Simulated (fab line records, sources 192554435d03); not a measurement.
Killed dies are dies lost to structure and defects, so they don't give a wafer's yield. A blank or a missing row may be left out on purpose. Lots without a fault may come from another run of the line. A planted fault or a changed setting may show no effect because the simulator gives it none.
Chamber matching | flow n5_finfet | N5_BEOL_M15_ETCH_59 on rie_diel-06: 4 sister chambers
The step etches BARC in N2/H2, target depth 89 nm, overetch 26.7 nm, time 67.9 s. 4 wafers are shown with their chamber, then 9 later ones without.

WAFERS WITH THEIR CHAMBER
wafer  | chamber | drypump_motor_current_A (A)
L080.4 | 2       | 4.7
L089.2 | 0       | 4.8
L089.4 | 1       | 5.8
L089.5 | 3       | 4.8

WAFERS WITHOUT THEIR CHAMBER
wafer  | drypump_motor_current_A (A)
L092.2 | 4.6
L092.3 | 5.8
L092.4 | 4.8
L090.2 | 5.8
L090.3 | 4.7
L090.6 | 4.8
L093.1 | 5.8
L093.2 | 4.8
L093.5 | 4.7

WHICH CHAMBER EACH WENT THROUGH
wafer  | from the rows above     | in truth
L092.2 | 2                       | 2
L092.3 | 1                       | 1
L092.4 | can't be placed: 0 or 3 | 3
L090.2 | 1                       | 1
L090.3 | 2                       | 2
L090.6 | can't be placed: 0 or 3 | 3
L093.1 | 1                       | 1
L093.2 | can't be placed: 0 or 3 | 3
L093.5 | 2                       | 2
Placed correctly: 6 of 9. Can't be placed from these rows: 3 (the true chamber is among the candidates in 3). Placed wrongly: 0.
How it was worked out, from the rows above alone: a wafer's distance from a chamber is the root of the sum, over the readings, of the square of ((its reading less the chamber's mean) divided by the reading's scatter). The wafer belongs to the nearest chamber; if the next one is less than 2 further off, it can't be placed. A chamber's mean is the mean of its shown wafers. The scatter: with one shown wafer a chamber, the root of the mean of the squares of how far each hidden wafer lies from its nearest shown one.
